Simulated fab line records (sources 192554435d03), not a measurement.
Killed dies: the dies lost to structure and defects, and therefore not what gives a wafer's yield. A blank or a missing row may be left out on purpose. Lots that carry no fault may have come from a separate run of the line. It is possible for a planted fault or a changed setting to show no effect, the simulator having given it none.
A lot that was struck, set against a sound lot    flow n5-finfet    27 steps out of a route of 1938
Sound: the wafers L424.1, L424.3, L424.6. Struck: wafers L431.3, L431.5, L431.6. The cause is given at the end.
Order at every step that has rows: each side's tool, ch and its chambers, its first start. Under that, the readings that differ: sound wafers    struck wafers    difference of the means    sigmas: that difference in standard deviations of wafers without a fault.
alike: words and numbers the same on both sides, and readings whose means are apart by under 2 such deviations; not compared: readings that were withheld, readings missing a value for some wafer, numbers with overlapping values and no deviation given by the record, and bounds like >300 which may hide the same value.
The two part at a step that has a row with sigmas, a row that says differs or no value, or rows on one side only. Numbers that don't overlap but have no deviation are shown without sigmas and don't part them. A reading missing from all wafers of one side parts the sides only when that side holds two or more wafers.

first, 1 step without rows for these wafers: N5_BEOL_M14_SPUTTER_44 (material Ta, target thk 15 nm, time 24.19 s).
N5_BEOL_M14_SPUTTER_45: material Cu, target thk 100 nm, time 16.67 s.
  sound on pvd-sputter-03, day 15 12:35; struck on pvd-sputter-02, day 17 18:08
  alike: cathode-dc-power-W, substrate-temp-c, throttle-valve-pct
then, 1 step without rows for these wafers: N5_BEOL_M14_ECD_47 (material Cu, target thk 1248 nm).
N5_BEOL_M14_ANNEAL_48: time 90 s.
  sound on rtp-anneal-01 ch 0, day 15 12:54; struck on rtp-anneal-02 ch 0, day 17 18:50
  alike: wafer_temp_C_max
then, 1 step without rows for these wafers: N5_BEOL_M14_CMP_49 (polishes, stops on SiO2, t overpolish 5.2 s, target thk 560 nm).
N5_BEOL_M14_THK_MEAS_50: measures by xrf.
  sound on film-metro-01, day 15 13:29; struck on film-metro-02, day 17 19:21
  alike: M14_THK
then, 1 step without rows for these wafers: N5_BEOL_M14_PRE_CLEAN_52 (time 15 s).
N5_BEOL_M14_DEP_53: deposits SiCN from 3MS/NH3, target thk 50 nm, time 17.8 s.
  sound on pecvd-01 ch 0,1, day 15 13:33; struck on pecvd-02 ch 0,1,2, day 17 19:25
  alike: showerhead-plenum-p-Torr, throttle-valve-pct
N5_BEOL_M14_RS_MEAS_54: a four-point-probe measurement.
  sound on film-metro-02, day 15 13:37; struck on film-metro-01, day 17 19:29
  alike: M14_RS
N5_BEOL_M14_INSPECT_55: inspects for defects (darkfield).
  sound on defect-inspect-02, day 15 13:39; struck on defect-inspect-02, day 17 19:31
  alike: raw-defect-count
N5_BEOL_M15_ILD_DEP_00: deposits SiO2 from TEOS/O2, target thk 1629.3 nm, time 346.1 s.
  sound on pecvd-02 ch 0,1,2, day 15 13:41; struck on pecvd-03 ch 0,1,2, day 17 19:32
  alike: heater-power-w, showerhead-plenum-p-Torr, throttle-valve-pct
N5_BEOL_M15_THK_MEAS_01:
  sound on film-metro-02, day 15 13:56; struck on film-metro-02, day 17 19:47
  alike: M15_ILD_THK
N5_BEOL_M15_COAT_58: time 60 s, resist thk 89 nm.
  sound on litho-track-01 ch 0, day 15 13:58; struck on litho-track-04 ch 0, day 17 19:49
reading                                     sound                 struck                difference  sigmas
spin-speed-rpm (rpm)                        1498.8 1500.6 1499.3  1191.4 1193.1 1192.6  -307.2      -99 or more
model.BARC_of_BEOL_M15_COAT_58.thk-nm (nm)  89.2 89 88.8          100 100.2 100         +11         
then, 7 steps without rows for these wafers: N5_BEOL_M15_COAT_04 (resist thk 800 nm); N5_BEOL_M15_EBR_06; N5_BEOL_M15_SOFTBAKE_05 (time 60 s); N5_BEOL_M15_EXPOSE_07 (exposes mask V14); N5_BEOL_M15_PEB_08 (peb time 90 s); N5_BEOL_M15_DEVELOP_09 (develop time 45 s); N5_BEOL_M15_HARDBAKE_14 (time 120 s).
N5_BEOL_M15_CD_MEAS_10: the cd target is 360 nm.
  sound on cd-sem-03 ch 0, day 15 14:14; struck on cd-sem-01 ch 0, day 17 20:13
  alike: cd-nm
N5_BEOL_M15_OVL_MEAS_11:
  sound on overlay-01 ch 0, day 15 14:16; struck on overlay-02 ch 0, day 17 20:15
  alike: V14_OVL
N5_BEOL_M15_INSPECT_12: inspects for defects (macro).
  sound on defect-inspect-01, day 15 14:17; struck on defect-inspect-02, day 17 20:17
  alike: raw-defect-count
N5_BEOL_M15_DESCUM_15: chemistry O2, time 7.9 s.
  sound on rie-diel-04 ch 1,3, day 15 14:19; struck on rie-diel-02 ch 1,2, day 17 20:19
reading                      sound        struck       difference  sigmas
drypump-motor-current-A (A)  5.6 5.1 5.1  6.4 6.4 6.5  +1.2        +2
  alike: oes-product-au, rf-vpp-V, showerhead-plenum-p-Torr, temp-c, throttle-valve-pct
  not compared: rf-hours-counter-h
N5_BEOL_M15_ETCH_59: etches BARC in N2/H2, target depth 89 nm, overetch 26.7 nm, time 67.9 s.
  sound on rie-diel-04 ch 1,3, day 15 14:22; struck on rie-diel-02 ch 1,2, day 17 20:20
reading                      sound              struck           difference  sigmas
drypump-motor-current-A (A)  5.6 5.1 5.1        6.4 6.4 6.5      +1.2        +2
model.etch.depth-nm (nm)     89.13 88.91 88.84  100 100.2 99.98  +11         
  alike: h2-flow-sccm, oes-product-au, rf-vpp-V, showerhead-plenum-p-Torr, throttle-valve-pct
  not compared: rf-hours-counter-h
then, 1 step without rows for these wafers: N5_BEOL_M15_VIA_ETCH_16 (etches SiO2 in C4F8/O2/Ar, target depth 1792.2 nm).
N5_PASSIVATION_PROBE_49:
  sound wafers here have rows in the record (prober-02, day 16 17:42); struck ones have none

WHERE THEY PART
Last at N5_PASSIVATION_PROBE_49 as far as this record goes, first at N5_BEOL_M15_COAT_58.

WHY: what the simulator had put in
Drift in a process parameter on litho-track-04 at N5_BEOL_M15_COAT_58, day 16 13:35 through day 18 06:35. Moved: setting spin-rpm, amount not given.
